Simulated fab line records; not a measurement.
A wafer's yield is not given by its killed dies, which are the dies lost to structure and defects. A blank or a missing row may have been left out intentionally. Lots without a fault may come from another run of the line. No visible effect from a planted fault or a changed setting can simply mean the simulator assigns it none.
Split-lot experiment    flow n5_finfet    on a route of 1938 steps: 7 lots, 39 wafers read

== SPLIT DETAILS ==
At N5_HKMG_FIN_ALD_72 (deposits W, target thk 2 nm, pulse time 1 s, purge time 2 s), the setting ald_cycles was moved away from the recipe's 7 on 9 of the 39 wafers read, by -28.6% to +57.1%. This setting was run at the recipe's value on the other wafers.

The split's own step is where the reading is taken.

== THE READING ==
W_of_HKMG_FIN_ALD_72.thk_nm (the simulator's own value, which no gauge read), in nm, at N5_HKMG_FIN_ALD_72 (deposits W, target thk 2 nm, pulse time 1 s, purge time 2 s). The file does not state a usual value for it. Here, 30 wafers ran the recipe; their average is 2.0 nm with a standard deviation of 0.075 nm.

wafer   tool, chamber at the split  ald_cycles as run  against the recipe  W_of_HKMG_FIN_ALD_72.thk_nm, nm  against lot-mates on the recipe
L075.1  cvd_w-02, 1,0,1,0,0,1       7                  recipe              2                                -
L075.2  cvd_w-02, 1,0,1,0,0,1       7                  recipe              2                                -
L075.3  cvd_w-02, 1,0,1,0,0,1       7                  recipe              2                                -
L075.4  cvd_w-02, 1,0,1,0,0,1       7                  recipe              2                                -
L075.5  cvd_w-02, 1,0,1,0,0,1       7                  recipe              2                                -
L075.6  cvd_w-02, 1,0,1,0,0,1       7                  recipe              2                                -
L076.1  cvd_w-01, 1                 7                  recipe              1.8                              -
L076.2  cvd_w-01, 0,1               7                  recipe              2                                -
L076.6  cvd_w-01, 0,1               7                  recipe              2                                -
L078.1  cvd_w-02, 0,1               5                  -28.6%              1.4                              -0.5
L078.2  cvd_w-02, 0,1               5                  -28.6%              1.4                              -0.5
L078.3  cvd_w-02, 0                 7                  recipe              1.8                              -
L078.4  cvd_w-02, 1,0               7                  recipe              2                                -
L078.6  cvd_w-02, 1,0               7                  recipe              2                                -
L078.5  cvd_w-02, 1                 5                  -28.6%              1.6                              -0.3
L079.1  cvd_w-02, 1,0,1             7                  recipe              2                                -
L079.4  cvd_w-02, 1,0,1             7                  recipe              2                                -
L079.6  cvd_w-02, 1,0,1             7                  recipe              2                                -
L079.2  cvd_w-02, 0,1,0             11                 +57.1%              3.2                              +1.2
L079.3  cvd_w-02, 0,1,0             11                 +57.1%              3.2                              +1.2
L079.5  cvd_w-02, 0,1,0             11                 +57.1%              3.2                              +1.2
L088.1  cvd_w-02, 1,0               7                  recipe              2                                -
L088.4  cvd_w-02, 1,0               7                  recipe              2                                -
L088.2  cvd_w-02, 0                 7                  recipe              1.8                              -
L088.3  cvd_w-02, 1                 10                 +42.9%              3                                +1.1
L088.5  cvd_w-02, 0,1               10                 +42.9%              2.8                              +0.9
L088.6  cvd_w-02, 0,1               10                 +42.9%              2.8                              +0.9
L089.1  cvd_w-02, 1,0,0,1,1,0       7                  recipe              2                                -
L089.2  cvd_w-02, 1,0,0,1,1,0       7                  recipe              2                                -
L089.3  cvd_w-02, 1,0,0,1,1,0       7                  recipe              2                                -
L089.4  cvd_w-02, 1,0,0,1,1,0       7                  recipe              2                                -
L089.5  cvd_w-02, 1,0,0,1,1,0       7                  recipe              2                                -
L089.6  cvd_w-02, 1,0,0,1,1,0       7                  recipe              2                                -
L093.1  cvd_w-02, 0,1               7                  recipe              1.8                              -
L093.4  cvd_w-02, 0,1               7                  recipe              1.8                              -
L093.2  cvd_w-02, 1,0,0,1           7                  recipe              2                                -
L093.3  cvd_w-02, 1,0,0,1           7                  recipe              2                                -
L093.5  cvd_w-02, 1,0,0,1           7                  recipe              2                                -
L093.6  cvd_w-02, 1,0,0,1           7                  recipe              2                                -
When a row names more than one chamber, that row covers several wafers, and the file does not tell which wafer ran in which chamber.

FIT RESULTS
A straight line over all 39 wafers: W_of_HKMG_FIN_ALD_72.thk_nm changes by +0.0207 nm for each +1% of ald_cycles; r = +0.98; the points scatter about the line by 0.082 nm.
The same after taking each lot's own level away (the mean of its wafers on the recipe; 39 wafers): +0.0204 nm for each +1%; r = +0.98; scatter 0.079 nm.
On that fit, the largest move of ald_cycles shifts the reading by 1.2 nm.
From 1.93 to 2.00 nm: that is the span of the lots' own levels, equal to 0.9 times the standard deviation above.
The two slopes agree, so the slope changes little with the lot-to-lot level.
Check: for one of the wafers moved furthest among these (+57.1%), held out of the fit, the line's prediction against its lot-mates is +1.18 nm. Against them it came out at +1.2 nm.

== OTHER SPLITS ON THESE WAFERS ==
Note: prior to the reading, these wafers also went through further splits. Each is held against what the fit with the lots' levels taken away leaves over:
other split on the same wafers           wafers away from the commonest value  r with W_of_HKMG_FIN_ALD_72.thk_nm (lot level and that fit taken away)
N5_ZERO_LAYER_DEVELOP_10 develop_time_s  15                                    +0.13
N5_DUMMY_GATE_HM_DEP_06 time_s           33                                    +0.06
N5_SDB_ALD_29 ald_cycles                 15                                    -0.15

== FILE'S OWN FIT ==
W_of_HKMG_FIN_ALD_72.thk_nm changes by +0.0206 nm for each +1% of ald_cycles, r = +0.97.
